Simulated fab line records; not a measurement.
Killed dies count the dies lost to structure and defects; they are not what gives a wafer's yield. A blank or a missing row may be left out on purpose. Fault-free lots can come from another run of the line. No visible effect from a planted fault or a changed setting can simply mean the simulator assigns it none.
Code-filled problem report in 8D (eight disciplines) form + flow nandHarc + the parts of the form that need people (team, actions taken, sign-off) are left out

## 1. PROBLEM STATEMENT
At NHARC_END_SORT_01, killedAtArray averages 233 over 6 wafers from 2 lots, while fault-free wafers read 27, standard deviation 11. Relative to the usual mean, that is a shift of +19 standard deviations.
First seen on wafer L830.2, day 22 03:23, on prober-02. Wafers with a number at this step in the record: 6, from 2 lots. The rule behind "out" and "out of limits": a value lying over 4 standard deviations away from the usual mean. All remaining wafers that have a number are taken as sound.

## 2. WHAT IT IS AND WHAT IT IS NOT
| question                    | is                        | is not                                                    |
|-----------------------------|---------------------------|-----------------------------------------------------------|
| which readings at this step | killedAtArray, killedDies | killedAtOther, killedAtPeriphery, killedOpen, killedShort |
| which lots                  | L829, L830                | -                                                         |
| which wafers of those lots  | all that have a number    | -                                                         |
| read on which gauges        | prober-01, prober-02      | -                                                         |
| when                        | from day 22 03:23         | up to then (0 sound wafers)                               |

## 3. SUSPECTS, AND WHAT RULES EACH OUT
Counting: a tool at a process step up to the reading stays a suspect if it ran every lot that is out and no sound lot after the first of them.
- the gauge at NHARC_END_SORT_01 is ruled out. Those wafers that are out were read across 2 gauges (prober-01, prober-02).
- plasmaAsher-02 at NHARC_A_STAIRCASE_STRIP_175 (strips in O2): kept. It ran every lot that is out, first L830 (day 14 03:20), and no sound lot after that.
- rieDiel-06 at NHARC_A_STAIRCASE_ETCH_190 (etches the open film in C4F8/O2, target depth 100 nm, time 40.5 s): kept. It ran every lot that is out, first L830 (day 14 05:17), and no sound lot after that. Its own readings are out on those wafers: runLengthS.
- rieDiel-06 at NHARC_A_STAIRCASE_TRIM_202 (chemistry O2, time 211.2 s): kept. It ran every lot that is out, first L830 (day 22 03:23), and no sound lot after that. NHARC_A_STAIRCASE_TRIM_202: start missing for some lots; hours and lot order therefore follow NHARC_END_SORT_01.
plasmaAsher-02 at NHARC_A_STAIRCASE_STRIP_175, rieDiel-06 at NHARC_A_STAIRCASE_ETCH_190 and rieDiel-06 at NHARC_A_STAIRCASE_TRIM_202 are what is left after counting.

## 4. THE CAUSE (what the simulator had put in)
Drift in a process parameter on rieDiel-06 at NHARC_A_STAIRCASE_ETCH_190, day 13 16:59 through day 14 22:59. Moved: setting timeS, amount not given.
Of the 3 suspects that counting leaves, this tool is one.

## 5. THE CHAIN OF EFFECTS, in route order
Each row: a reading where the mean over the struck wafers with a number is more than 3 standard deviations away from the usual. Readings are gone through only where the record gives a usual standard deviation; hours: the median, over the lots, of the time from a lot's start at the first step in this table giving one to that lot's start at this step; sigmas: the change measured in usual standard deviations.
| hours | step                       | reading       | usual  | on struck wafers | change | sigmas |
|-------|----------------------------|---------------|--------|------------------|--------|--------|
| 0     | NHARC_A_STAIRCASE_ETCH_190 | runLengthS    | 61.7 s | 51.8             | -9.9   | -25    |
| 198   | NHARC_END_SORT_01          | killedAtArray | 27     | 233              | +206   | +19    |
| 198   | NHARC_END_SORT_01          | killedDies    | 31     | 236              | +205   | +17    |
Process steps it contains:
- NHARC_A_STAIRCASE_ETCH_190: etches the open film in C4F8/O2, target depth 100 nm, time 40.5 s.

## 6. WHAT WOULD HAVE CAUGHT IT SOONER
In this record the first reading out of limits at a measuring or inspecting step was taken at day 22 03:23, 202 hours after the fault began at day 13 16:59.
Tool's own readings at NHARC_A_STAIRCASE_ETCH_190, runLengthS: out on all struck wafers the step has rows for; an alarm limit on them would have tripped on the first.
Each of the lots that are out, 2 in all, had begun NHARC_A_STAIRCASE_ETCH_190 on rieDiel-06 no later than day 22 03:23. Tool hold at that time: it would have spared none of them.
